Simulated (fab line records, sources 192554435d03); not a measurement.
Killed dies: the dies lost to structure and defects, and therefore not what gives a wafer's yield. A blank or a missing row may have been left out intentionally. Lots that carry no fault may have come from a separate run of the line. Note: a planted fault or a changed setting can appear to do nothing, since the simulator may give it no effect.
fab line records | flow n5_finfet
[record] lots = 6 wafers = 18 last_day = 17
route steps=1938 shown BEOL_M13@1701 PASSIVATION@1936
lots untouched by any fault: they come from a run of this same line in which no faults occurred
start_h: hours from the record's first day to the start of the lot's first wafer shown | wait_h: time in hours since the lot's previous step | " identical to the entry in the row above | L1.1+2: a single row standing in for several wafers | - value missing, or start not given | * or withheld: withheld | < > ~ a bound
route shown NAME@n: NAME is a module with steps in the file, n the number in the route of the first one | usual: average and standard deviation across the fault-free wafers | same: alike in all rows | chamber/n: place in a boat | sites: per-site readings | _std_site: standard deviation of those values | _edge_site: outer sites' mean less inner sites' | radius_mm: how far each site lies from the wafer's centre | mask NAME#n: copy n | behind: the last tool/chamber to shape the wafer | hold: reason for holding the lot/hours on hold/outcome of the hold | device: the transistor (n, p or np) that didn't switch | end of line: the route-end tests of the same wafers | step lacking rows: just its recipe | killed: dies lost to structure and defects at the first sort, not the wafer's yield | map: dies across one wafer; x = killed, . = not, _ = none there
set.NAME: the setting as run; set.NAME@STEP: as run at that earlier step | model.NAME: the simulator's own value behind a step, which no gauge read
certain route steps with their lots: each step a table, each wafer a row
services: when a tool's chamber went out of use (start_h, in hours from the record's first day, below 0 if earlier), for how many hours, and the reason
[[steps]]
[step N5_BEOL_M13_PRECLEAN_39]
[recipe] chemistry = residue_remover time_s = 60 temp_c = 40
[step N5_BEOL_M13_SRD_40]
[recipe] time_s = 30 temp_c = 23 rinse_liquid = diw dry = n2_spin spin_rpm = 1500 dry_time_s = 30
[step N5_BEOL_M13_DEGAS_41]
[recipe] ambient = vacuum temp_c = 250 time_s = 60
[usual] heater_power_w = 325/21
// columns lot.wafer tool chamber start_h wait_h heater_power_w
L291.3 pvd_sputter-01 - 235.15 0.4 356
L291.4 " - " " 316
L291.6 " - " " 323
L293.3 pvd_sputter-01 - 238.63 0.1 311
L293.5 " - " " 308
L293.6 " - " " 317
L294.1 pvd_sputter-01 - 247.54 0.2 323
L294.4 " - " " 305
L294.6 " - " " 354
L295.1 pvd_sputter-02 - 266.55 0.1 304
L295.4 " - " " 303
L295.5 " - " " 310
L310.2 pvd_sputter-02 - 373.77 0.3 308
L310.3 " - " " 357
L310.5 " - " " 315
L313.2 pvd_sputter-01 - 386.93 0.1 331
L313.3 " - " " 307
L313.5 " - " " 353
[step N5_BEOL_M13_PRE_CLEAN_42]
[recipe] gas = H2/He time_s = 30 temp_c = 250
[usual] heater_power_w = 324/21
// columns lot.wafer tool chamber start_h wait_h heater_power_w
L291.3 pvd_sputter-01 - 235.19 0.0 351
L291.4 " - " " 324
L291.6 " - " " 320
L293.3 pvd_sputter-01 - 238.67 0.0 312
L293.5 " - " " 309
L293.6 " - " " 328
L294.1 pvd_sputter-01 - 247.58 0.0 319
L294.4 " - " " 311
L294.6 " - " " 359
L295.1 pvd_sputter-02 - 266.59 0.0 300
L295.4 " - " " 317
L295.5 " - " " 312
L310.2 pvd_sputter-02 - 373.81 0.0 305
L310.3 " - " " 344
L310.5 " - " " 304
L313.2 pvd_sputter-01 - 386.97 0.0 332
L313.3 " - " " 308
L313.5 " - " " 359
[step N5_BEOL_M13_SPUTTER_43]
[recipe] material = TaN target_thk_a = 150 temp_c = 50 bias_v = 168.6 power_w = 15000 chamber_pressure_pa = 0.12 time_s = 24.19
[usual] throttle_valve_pct = 29.8/0.99
// columns lot.wafer tool chamber start_h wait_h throttle_valve_pct
L291.3 pvd_sputter-01 - 235.23 0.0 30.2
L291.4 " - " " 30.0
L291.6 " - " " 30.2
L293.3 pvd_sputter-01 - 238.71 0.0 29.3
L293.5 " - " " 29.6
L293.6 " - " " 30.3
L294.1 pvd_sputter-01 - 247.62 0.0 30.3
L294.4 " - " " 29.6
L294.6 " - " " 30.5
L295.1 pvd_sputter-02 - 266.63 0.0 30.6
L295.4 " - " " 27.9
L295.5 " - " " 27.8
L310.2 pvd_sputter-02 - 373.85 0.0 28.9
L310.3 " - " " 29.0
L310.5 " - " " 28.1
L313.2 pvd_sputter-01 - 387.01 0.0 30.7
L313.3 " - " " 29.4
L313.5 " - " " 30.5
[step N5_BEOL_M13_SPUTTER_44]
[recipe] material = Ta target_thk_a = 100 temp_c = 50 bias_v = 80 power_w = 15000 chamber_pressure_pa = 0.07 time_s = 16.13
[usual] throttle_valve_pct = 29.8/0.98
// columns lot.wafer tool chamber start_h wait_h throttle_valve_pct
L291.3 pvd_sputter-01 - 235.31 0.0 30.4
L291.4 " - " " 29.9
L291.6 " - " " 30.3
L293.3 pvd_sputter-01 - 238.79 0.0 29.3
L293.5 " - " " 29.4
L293.6 " - " " 30.2
L294.1 pvd_sputter-01 - 247.70 0.0 30.3
L294.4 " - " " 29.4
L294.6 " - " " 30.7
L295.1 pvd_sputter-02 - 266.71 0.0 30.4
L295.4 " - " " 28.1
L295.5 " - " " 28.0
L310.2 pvd_sputter-02 - 373.93 0.0 28.9
L310.3 " - " " 29.0
L310.5 " - " " 27.7
L313.2 pvd_sputter-01 - 387.09 0.0 30.8
L313.3 " - " " 29.5
L313.5 " - " " 30.4
[step N5_BEOL_M13_SPUTTER_45]
[recipe] material = Cu target_thk_a = 800 temp_c = -20 bias_v = 60 power_w = 26000 chamber_pressure_pa = 0.13 time_s = 13.33
[usual] throttle_valve_pct = 29.8/0.96
// columns lot.wafer tool chamber start_h wait_h throttle_valve_pct
L291.3 pvd_sputter-01 - 235.39 0.0 30.2
L291.4 " - " " 30.4
L291.6 " - " " 30.4
L293.3 pvd_sputter-01 - 238.87 0.0 29.5
L293.5 " - " " 29.8
L293.6 " - " " 30.2
L294.1 pvd_sputter-01 - 247.78 0.0 30.3
L294.4 " - " " 29.5
L294.6 " - " " 30.3
L295.1 pvd_sputter-02 - 266.79 0.0 30.5
L295.4 " - " " 28.0
L295.5 " - " " 27.7
L310.2 pvd_sputter-02 - 374.01 0.0 28.8
L310.3 " - " " 29.0
L310.5 " - " " 27.9
L313.2 pvd_sputter-01 - 387.17 0.0 30.4
L313.3 " - " " 29.5
L313.5 " - " " 30.3
[step N5_BEOL_M13_ECD_47]
[recipe] material = Cu target_thk_a = 9360
[step N5_BEOL_M13_ANNEAL_48]
[recipe] temp_c = 225 time_s = 90 ambient = N2
[step N5_BEOL_M13_CMP_49]
[recipe] stop_on = SiOC t_overpolish_s = 17.1 down_force_psi = 1 platen_rpm = 50 clearing_platen_down_force_psi = 1.5 clearing_platen_rpm = 50 post_cmp_clean = cu_alkaline target_thk_nm = 420 clearing_platen_pad_velocity_m_s = 0.99484 pad_velocity_m_s = 0.99484
[step N5_BEOL_M13_THK_MEAS_50]
[recipe] thk_meas_gauge = xrf reads = Cu_of_BEOL_M13_ECD_47
[usual] M13_THK = 427/6.3
// columns lot.wafer tool chamber start_h wait_h M13_THK[nm]
L291.3 film_metro-01 - 236.28 - 432
L291.4 " - " " 421
L291.6 " - " " 418
L293.3 film_metro-01 - 239.76 - 429
L293.5 " - " " 421
L293.6 " - " " 424
L294.1 film_metro-01 - 248.67 - 415
L294.4 " - " " 428
L294.6 " - " " 430
L295.1 film_metro-02 - 268.31 - 442
L295.4 " - " " 428
L295.5 " - " " 432
L310.2 film_metro-02 - 374.98 - 428
L310.3 " - " " 428
L310.5 " - " " 432
L313.2 film_metro-01 - 388.05 - 415
L313.3 " - " " 426
L313.5 " - " " 419
[step N5_BEOL_M13_PRE_CLEAN_52]
[recipe] gas = NH3 time_s = 15 temp_c = withheld rf_power_w = 300
[step N5_BEOL_M13_DEP_53]
[recipe] material = SiCN target_thk_a = 500 temp_c = withheld precursor = 3MS/NH3 pressure_torr = 3 rf_w = 675 time_s = 17.8
[usual] showerhead_plenum_p_Torr = 4.16/0.031 throttle_valve_pct = 17.6/0.94
// columns lot.wafer tool chamber start_h wait_h showerhead_plenum_p_Torr since_wet_clean_h throttle_valve_pct model.SiCN_of_BEOL_M13_DEP_53.thk_nm
L291.3 pecvd-04 1 236.34 0.0 4.17 1665 17.5 50.4
L291.4 " 2 " " 4.10 - 17.3 50
L291.6 " 0 " " 4.18 - 17.4 50.4
L293.3 pecvd-03 2 239.82 0.0 4.15 8 16.1 49.2
L293.5 " 0 " " 4.20 - 18.1 49.4
L293.6 " 2 " " 4.16 - 16.0 50
L294.1 pecvd-03 0 248.73 0.0 4.18 771 17.5 51
L294.4 " 0 " " 4.19 - 17.7 42.6
L294.6 " 1 " " 4.14 - 18.8 50.2
L295.1 pecvd-03 1 268.37 0.0 4.13 1516 18.9 49.6
L295.4 " 0 " " 4.19 - 17.7 42.8
L295.5 " 1 " " 4.14 - 18.8 41.8
L310.2 pecvd-02 1 375.04 0.0 4.17 1985 18.6 49.2
L310.3 " 2 " " 4.17 506 16.0 50
L310.5 " 0 " " 4.19 - 18.2 50.2
L313.2 pecvd-02 1 388.11 0.0 4.17 1998 18.4 49
L313.3 " 0 " " 4.20 1273 18.0 49.6
L313.5 " 1 " " 4.16 - 18.5 50
[step N5_BEOL_M13_RS_MEAS_54]
[recipe] thk_meas_gauge = four-point-probe reads = Cu_of_BEOL_M13_ECD_47+Ta_of_BEOL_M13_SPUTTER_44+TaN_of_BEOL_M13_SPUTTER_43
[usual] M13_RS = 0.0450/0.00066
// columns lot.wafer tool chamber start_h wait_h M13_RS[ohm/sq]
L291.3 film_metro-01 - 236.41 0.1 0.0446
L291.4 " - " " 0.0458
L291.6 " - " " 0.0461
L293.3 film_metro-01 - 239.89 0.1 0.0450
L293.5 " - " " 0.0460
L293.6 " - " " 0.0457
L294.1 film_metro-02 - 248.79 0.0 0.0459
L294.4 " - " " 0.0445
L294.6 " - " " 0.0445
L295.1 film_metro-02 - 268.44 0.0 0.0432
L295.4 " - " " 0.0450
L295.5 " - " " 0.0445
L310.2 film_metro-01 - 375.11 0.1 0.0451
L310.3 " - " " 0.0452
L310.5 " - " " 0.0445
L313.2 film_metro-02 - 388.17 0.1 0.0457
L313.3 " - " " 0.0446
L313.5 " - " " 0.0456
[step N5_PASSIVATION_PROBE_49]
[usual] defect_limited_yield = 91.1/1.4 killed_at_M0_to_M3 = 34/11 killed_at_M4_up = 14/5.7 killed_at_contacts = 14/6.9 killed_at_front_end = 40/11 killed_at_other = 4/3.1 killed_dies = 105/17 killed_on_rim = 14/4.1 killed_open = 70/13 killed_short = 34/7.6 sort_bin_5_function = 5.3/0.95 sort_bin_6_memory = 3.3/0.64 sort_bin_8_speed = 0.00/0.029 sort_n_pass = 1075/17 sort_yield_pct = 91.1/1.4
[same] gross_dies = 1180 killed_at_back_side = 0 sort_bin_4_leakage[%] = 0
// columns lot.wafer tool chamber start_h wait_h defect_limited_yield[%] killed_at_M0_to_M3 killed_at_M4_up killed_at_contacts killed_at_front_end killed_at_other killed_dies killed_on_rim killed_open killed_short sort_bin_5_function[%] sort_bin_6_memory[%] sort_bin_8_speed[%] sort_n_pass sort_yield_pct[%]
L291.3 prober-02 - 266.91 0.1 91.1 31 17 10 42 5 105 18 80 24 5.7 3.0 0 1075 91.1
L291.4 prober-02 - 266.96 0.2 88.8 40 27 16 40 9 132 14 99 31 7.1 3.9 0 1048 88.8
L291.6 prober-02 - 267.06 0.3 89.6 45 19 6 49 4 123 9 81 40 6.0 4.1 0 1057 89.6
L293.3 prober-01 - 270.61 0.1 91.6 38 12 7 38 4 99 13 56 42 5.3 2.8 0 1081 91.6
L293.5 prober-01 - 270.71 0.2 91.9 26 17 0 48 5 96 13 62 31 5.5 2.4 0 1084 91.9
L293.6 prober-01 - 270.76 0.3 91.9 27 15 15 35 4 96 8 62 34 4.4 3.6 0 1084 91.9
L294.1 prober-01 - 284.83 0.0 90.8 33 31 6 35 3 108 13 74 33 5.3 3.6 0 1072 90.8
L294.4 prober-01 - 284.98 0.2 92.9 31 17 5 29 2 84 8 59 24 3.8 3.3 0 1096 92.9
L294.6 prober-01 - 285.08 0.3 92.5 29 11 2 44 3 89 13 61 28 4.9 2.5 0 1091 92.5
// killed by level:class
L291.3 STI_FIN_REVEAL:geometric_particle:open=11 GATE_CUT:geometric_particle:open=11 BEOL_M4:geometric_particle:open=10 BEOL_M0_SAQP:geometric_particle:open=8 MOL_CONTACT_COAG:geometric_particle:open=8 BEOL_M3:geometric_particle:open=7 BEOL_M0_SAQP:geometric_particle:short=6 FIN_SAQP:geometric_particle:open=5
L291.4 BEOL_M4:geometric_particle:open=20 STI_FIN_REVEAL:geometric_particle:open=15 MOL_CONTACT_COAG:geometric_particle:open=12 BEOL_M0_SAQP:geometric_particle:open=11 FIN_SAQP:geometric_particle:open=9 BEOL_M1:geometric_particle:open=9 BEOL_M3:geometric_particle:open=8 BEOL_M0_SAQP:geometric_particle:short=5
L291.6 FIN_SAQP:geometric_particle:open=18 BEOL_M0_SAQP:geometric_particle:short=11 BEOL_M0_SAQP:geometric_particle:open=8 FIN_SAQP:geometric_particle:short=7 MOL_CONTACT_COAG:geometric_particle:open=6 BEOL_M3:geometric_particle:open=6 BEOL_M1:geometric_particle:open=6 BEOL_M2:geometric_particle:open=6
L293.3 BEOL_M0_SAQP:geometric_particle:short=12 DUMMY_GATE:geometric_particle:open=7 BEOL_M3:geometric_particle:open=7 BEOL_M1:geometric_particle:open=6 MOL_CONTACT_COAG:geometric_particle:open=5 STI_FIN_REVEAL:geometric_particle:open=4 BEOL_M0_SAQP:geometric_particle:open=4 GATE_CUT:geometric_particle:short=4
L293.5 DUMMY_GATE:geometric_particle:open=10 FIN_SAQP:geometric_particle:open=8 GATE_CUT:geometric_particle:short=6 FIN_SAQP:geometric_particle:short=5 BEOL_M0_SAQP:geometric_particle:open=5 BEOL_M0_SAQP:geometric_particle:short=5 BEOL_M2:geometric_particle:open=5 BEOL_M5:geometric_particle:open=5
L293.6 MOL_CONTACT_COAG:geometric_particle:open=14 STI_FIN_REVEAL:geometric_particle:open=10 BEOL_M1:geometric_particle:open=10 BEOL_M0_SAQP:geometric_particle:open=5 BEOL_M4:geometric_particle:open=4 BEOL_M4:geometric_particle:short=4 STARTING-WAFER:geometric_particle:short=4 STI_FIN_REVEAL:geometric_particle:short=3
L294.1 BEOL_M4:geometric_particle:open=19 BEOL_M3:geometric_particle:open=11 FIN_SAQP:geometric_particle:short=8 BEOL_M0_SAQP:geometric_particle:open=8 FIN_SAQP:geometric_particle:open=5 STI_FIN_REVEAL:geometric_particle:open=5 DUMMY_GATE:geometric_particle:open=5 MOL_CONTACT_COAG:geometric_particle:open=5
L294.4 BEOL_M4:geometric_particle:open=11 FIN_SAQP:geometric_particle:open=8 BEOL_M1:geometric_particle:open=7 DUMMY_GATE:geometric_particle:open=6 BEOL_M0_SAQP:geometric_particle:open=5 BEOL_M3:geometric_particle:open=5 BEOL_M0_SAQP:geometric_particle:short=4 STARTING-WAFER:geometric_particle:open=4
L294.6 BEOL_M3:geometric_particle:open=8 BEOL_M4:geometric_particle:open=8 DUMMY_GATE:geometric_particle:open=7 FIN_SAQP:geometric_particle:open=6 STI_FIN_REVEAL:geometric_particle:open=6 STARTING-WAFER:geometric_particle:open=6 BEOL_M1:geometric_particle:open=6 BEOL_M0_SAQP:geometric_particle:short=4
[[services]]
// columns tool chamber start_h hours kind
pecvd-04 - 217.39 1.0 repair
pecvd-02 0 227.39 2.1 scheduled_down
pecvd-02 2 257.54 8.1 repair
pecvd-02 - 258.78 6.9 repair
pecvd-02 - 276.17 1.1 repair
pecvd-03 2 276.37 5.0 scheduled_down
pecvd-04 1 293.87 2.1 scheduled_down
pecvd-03 - 307.04 2.8 pm
pecvd-02 - 308.00 1.4 repair
pecvd-04 0 323.42 2.1 scheduled_down
pecvd-03 1 325.94 2.1 scheduled_down
pecvd-03 0 340.35 2.1 scheduled_down
pecvd-03 1 342.48 5.0 scheduled_down
[[key]]
first_sign none at tools or gauges
[model_effect] step = N5_BEOL_M13_DEP_53 value = SiCN_of_BEOL_M13_DEP_53.thk_nm without = 50.6 struck = 42.4
met_at N5_BEOL_M13_DEP_53
struck_wafers L294.4,L295.4,L295.5
onset_between 239.82 248.73
[fault] kind = process_parameter_drift tool = pecvd-03 chamber = - onset_h = 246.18 steps = N5_BEOL_M13_DEP_53 channel = time_s offset = * shape = step end_h = 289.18 scope = struck_wafers_only acts_in = * stated = *
